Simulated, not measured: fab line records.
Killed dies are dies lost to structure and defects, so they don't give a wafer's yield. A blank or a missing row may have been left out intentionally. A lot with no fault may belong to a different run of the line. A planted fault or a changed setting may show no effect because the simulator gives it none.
Split-lot experiment || flow n5-finfet || 7 lots, 39 wafers read, on a route of 1938 steps

== THE SPLIT ==
At N5_WELL_APT_EPI_41 (deposits Si from SiH4/H2, target thk 50 nm, time 297.7 s), the setting time-s was moved away from the recipe's 297.7 s on 12 of the 39 wafers read, by -5.4% to +5.7%. The other wafers ran this setting at the recipe's value.

The reading comes from the split's own step.

== THE READING ==
Si_of_WELL_APT_EPI_41.thk-nm (the simulator's own value, which no gauge read), in nm, at N5_WELL_APT_EPI_41 (deposits Si from SiH4/H2, target thk 50 nm, time 297.7 s). No usual value for it is given in the file. Here, 27 wafers ran the recipe; their average is 49.98 nm with a standard deviation of 0.32 nm.

{"wafer": "L076.1", "tool, chamber at the split": "epi-rpcvd-04, 0", "time-s as run, s": 297.7, "against the recipe": "recipe", "Si_of_WELL_APT_EPI_41.thk-nm, nm": 49.55, "against lot-mates on the recipe": "-"}
{"wafer": "L076.2", "tool, chamber at the split": "epi-rpcvd-04, 0", "time-s as run, s": 297.7, "against the recipe": "recipe", "Si_of_WELL_APT_EPI_41.thk-nm, nm": 49.48, "against lot-mates on the recipe": "-"}
{"wafer": "L076.3", "tool, chamber at the split": "epi-rpcvd-04, 0", "time-s as run, s": 297.7, "against the recipe": "recipe", "Si_of_WELL_APT_EPI_41.thk-nm, nm": 50.25, "against lot-mates on the recipe": "-"}
{"wafer": "L076.4", "tool, chamber at the split": "epi-rpcvd-04, 0", "time-s as run, s": 297.7, "against the recipe": "recipe", "Si_of_WELL_APT_EPI_41.thk-nm, nm": 50, "against lot-mates on the recipe": "-"}
{"wafer": "L076.5", "tool, chamber at the split": "epi-rpcvd-04, 0", "time-s as run, s": 297.7, "against the recipe": "recipe", "Si_of_WELL_APT_EPI_41.thk-nm, nm": 49.71, "against lot-mates on the recipe": "-"}
{"wafer": "L076.6", "tool, chamber at the split": "epi-rpcvd-04, 0", "time-s as run, s": 297.7, "against the recipe": "recipe", "Si_of_WELL_APT_EPI_41.thk-nm, nm": 49.9, "against lot-mates on the recipe": "-"}
{"wafer": "L079.1", "tool, chamber at the split": "epi-rpcvd-03, 0", "time-s as run, s": 297.7, "against the recipe": "recipe", "Si_of_WELL_APT_EPI_41.thk-nm, nm": 49.96, "against lot-mates on the recipe": "-"}
{"wafer": "L079.2", "tool, chamber at the split": "epi-rpcvd-03, 0", "time-s as run, s": 314.6, "against the recipe": "+5.7%", "Si_of_WELL_APT_EPI_41.thk-nm, nm": 52.69, "against lot-mates on the recipe": "+2.60"}
{"wafer": "L079.3", "tool, chamber at the split": "epi-rpcvd-03, 0", "time-s as run, s": 297.7, "against the recipe": "recipe", "Si_of_WELL_APT_EPI_41.thk-nm, nm": 49.89, "against lot-mates on the recipe": "-"}
{"wafer": "L079.4", "tool, chamber at the split": "epi-rpcvd-03, 0", "time-s as run, s": 314.6, "against the recipe": "+5.7%", "Si_of_WELL_APT_EPI_41.thk-nm, nm": 52.88, "against lot-mates on the recipe": "+2.79"}
{"wafer": "L079.5", "tool, chamber at the split": "epi-rpcvd-03, 0", "time-s as run, s": 297.7, "against the recipe": "recipe", "Si_of_WELL_APT_EPI_41.thk-nm, nm": 50.41, "against lot-mates on the recipe": "-"}
{"wafer": "L079.6", "tool, chamber at the split": "epi-rpcvd-03, 0", "time-s as run, s": 314.6, "against the recipe": "+5.7%", "Si_of_WELL_APT_EPI_41.thk-nm, nm": 52.86, "against lot-mates on the recipe": "+2.77"}
{"wafer": "L082.2", "tool, chamber at the split": "epi-rpcvd-01, 0", "time-s as run, s": 297.7, "against the recipe": "recipe", "Si_of_WELL_APT_EPI_41.thk-nm, nm": 49.63, "against lot-mates on the recipe": "-"}
{"wafer": "L082.3", "tool, chamber at the split": "epi-rpcvd-01, 0", "time-s as run, s": 297.7, "against the recipe": "recipe", "Si_of_WELL_APT_EPI_41.thk-nm, nm": 49.4, "against lot-mates on the recipe": "-"}
{"wafer": "L082.6", "tool, chamber at the split": "epi-rpcvd-01, 0", "time-s as run, s": 297.7, "against the recipe": "recipe", "Si_of_WELL_APT_EPI_41.thk-nm, nm": 50.44, "against lot-mates on the recipe": "-"}
{"wafer": "L084.1", "tool, chamber at the split": "epi-rpcvd-01, 0", "time-s as run, s": 297.7, "against the recipe": "recipe", "Si_of_WELL_APT_EPI_41.thk-nm, nm": 50.4, "against lot-mates on the recipe": "-"}
{"wafer": "L084.2", "tool, chamber at the split": "epi-rpcvd-01, 0", "time-s as run, s": 297.7, "against the recipe": "recipe", "Si_of_WELL_APT_EPI_41.thk-nm, nm": 49.98, "against lot-mates on the recipe": "-"}
{"wafer": "L084.3", "tool, chamber at the split": "epi-rpcvd-01, 0", "time-s as run, s": 297.7, "against the recipe": "recipe", "Si_of_WELL_APT_EPI_41.thk-nm, nm": 50.34, "against lot-mates on the recipe": "-"}
{"wafer": "L084.4", "tool, chamber at the split": "epi-rpcvd-01, 0", "time-s as run, s": 297.7, "against the recipe": "recipe", "Si_of_WELL_APT_EPI_41.thk-nm, nm": 50.22, "against lot-mates on the recipe": "-"}
{"wafer": "L084.5", "tool, chamber at the split": "epi-rpcvd-01, 0", "time-s as run, s": 297.7, "against the recipe": "recipe", "Si_of_WELL_APT_EPI_41.thk-nm, nm": 50.16, "against lot-mates on the recipe": "-"}
{"wafer": "L084.6", "tool, chamber at the split": "epi-rpcvd-01, 0", "time-s as run, s": 297.7, "against the recipe": "recipe", "Si_of_WELL_APT_EPI_41.thk-nm, nm": 49.86, "against lot-mates on the recipe": "-"}
{"wafer": "L093.1", "tool, chamber at the split": "epi-rpcvd-01, 0", "time-s as run, s": 297.7, "against the recipe": "recipe", "Si_of_WELL_APT_EPI_41.thk-nm, nm": 50.1, "against lot-mates on the recipe": "-"}
{"wafer": "L093.2", "tool, chamber at the split": "epi-rpcvd-01, 0", "time-s as run, s": 297.7, "against the recipe": "recipe", "Si_of_WELL_APT_EPI_41.thk-nm, nm": 49.78, "against lot-mates on the recipe": "-"}
{"wafer": "L093.3", "tool, chamber at the split": "epi-rpcvd-01, 0", "time-s as run, s": 281.7, "against the recipe": "-5.4%", "Si_of_WELL_APT_EPI_41.thk-nm, nm": 47.35, "against lot-mates on the recipe": -2.76}
{"wafer": "L093.4", "tool, chamber at the split": "epi-rpcvd-01, 0", "time-s as run, s": 297.7, "against the recipe": "recipe", "Si_of_WELL_APT_EPI_41.thk-nm, nm": 50.46, "against lot-mates on the recipe": "-"}
{"wafer": "L093.5", "tool, chamber at the split": "epi-rpcvd-01, 0", "time-s as run, s": 281.7, "against the recipe": "-5.4%", "Si_of_WELL_APT_EPI_41.thk-nm, nm": 47.52, "against lot-mates on the recipe": -2.59}
{"wafer": "L093.6", "tool, chamber at the split": "epi-rpcvd-01, 0", "time-s as run, s": 281.7, "against the recipe": "-5.4%", "Si_of_WELL_APT_EPI_41.thk-nm, nm": 47.42, "against lot-mates on the recipe": -2.69}
{"wafer": "L094.1", "tool, chamber at the split": "epi-rpcvd-04, 0", "time-s as run, s": 305.7, "against the recipe": "+2.7%", "Si_of_WELL_APT_EPI_41.thk-nm, nm": 51.51, "against lot-mates on the recipe": "+1.41"}
{"wafer": "L094.2", "tool, chamber at the split": "epi-rpcvd-04, 0", "time-s as run, s": 297.7, "against the recipe": "recipe", "Si_of_WELL_APT_EPI_41.thk-nm, nm": 50.1, "against lot-mates on the recipe": "-"}
{"wafer": "L094.3", "tool, chamber at the split": "epi-rpcvd-04, 0", "time-s as run, s": 297.7, "against the recipe": "recipe", "Si_of_WELL_APT_EPI_41.thk-nm, nm": 50.14, "against lot-mates on the recipe": "-"}
{"wafer": "L094.4", "tool, chamber at the split": "epi-rpcvd-04, 0", "time-s as run, s": 305.7, "against the recipe": "+2.7%", "Si_of_WELL_APT_EPI_41.thk-nm, nm": 51.31, "against lot-mates on the recipe": "+1.21"}
{"wafer": "L094.5", "tool, chamber at the split": "epi-rpcvd-04, 0", "time-s as run, s": 297.7, "against the recipe": "recipe", "Si_of_WELL_APT_EPI_41.thk-nm, nm": 50.05, "against lot-mates on the recipe": "-"}
{"wafer": "L094.6", "tool, chamber at the split": "epi-rpcvd-04, 0", "time-s as run, s": 305.7, "against the recipe": "+2.7%", "Si_of_WELL_APT_EPI_41.thk-nm, nm": 51.49, "against lot-mates on the recipe": "+1.39"}
{"wafer": "L096.1", "tool, chamber at the split": "epi-rpcvd-04, 0", "time-s as run, s": 308.2, "against the recipe": "+3.5%", "Si_of_WELL_APT_EPI_41.thk-nm, nm": 51.91, "against lot-mates on the recipe": "+2.17"}
{"wafer": "L096.4", "tool, chamber at the split": "epi-rpcvd-04, 0", "time-s as run, s": 308.2, "against the recipe": "+3.5%", "Si_of_WELL_APT_EPI_41.thk-nm, nm": 51.91, "against lot-mates on the recipe": "+2.17"}
{"wafer": "L096.2", "tool, chamber at the split": "epi-rpcvd-04, 0", "time-s as run, s": 308.2, "against the recipe": "+3.5%", "Si_of_WELL_APT_EPI_41.thk-nm, nm": 51.49, "against lot-mates on the recipe": "+1.75"}
{"wafer": "L096.3", "tool, chamber at the split": "epi-rpcvd-04, 0", "time-s as run, s": 297.7, "against the recipe": "recipe", "Si_of_WELL_APT_EPI_41.thk-nm, nm": 49.29, "against lot-mates on the recipe": "-"}
{"wafer": "L096.5", "tool, chamber at the split": "epi-rpcvd-04, 0", "time-s as run, s": 297.7, "against the recipe": "recipe", "Si_of_WELL_APT_EPI_41.thk-nm, nm": 50.04, "against lot-mates on the recipe": "-"}
{"wafer": "L096.6", "tool, chamber at the split": "epi-rpcvd-04, 0", "time-s as run, s": 297.7, "against the recipe": "recipe", "Si_of_WELL_APT_EPI_41.thk-nm, nm": 49.88, "against lot-mates on the recipe": "-"}

FIT RESULTS
A straight line over all 39 wafers: Si_of_WELL_APT_EPI_41.thk-nm changes by +0.493 nm for each +1% of time-s; r = +0.98; the points scatter about the line by 0.28 nm.
The same after taking each lot's own level away (the mean of its wafers on the recipe; 39 wafers): +0.502 nm for each +1%; r = +0.98; scatter 0.25 nm.
According to that fit, moving time-s by its largest amount changes the reading by 2.9 nm.
The span of the lots' own levels, 49.737 to 50.160 nm, comes to 1.3 times the standard deviation stated above.
The two slopes agree, so the slope changes little with the lot-to-lot level.
Check: with one of the wafers moved furthest among these (+5.7%) left out of the fit, the line predicts +2.91 nm for it against its lot-mates. Against them it came out at +2.6 nm.

== FILE'S OWN FIT ==
Si_of_WELL_APT_EPI_41.thk-nm changes by +0.503 nm for each +1% of time-s, r = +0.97.
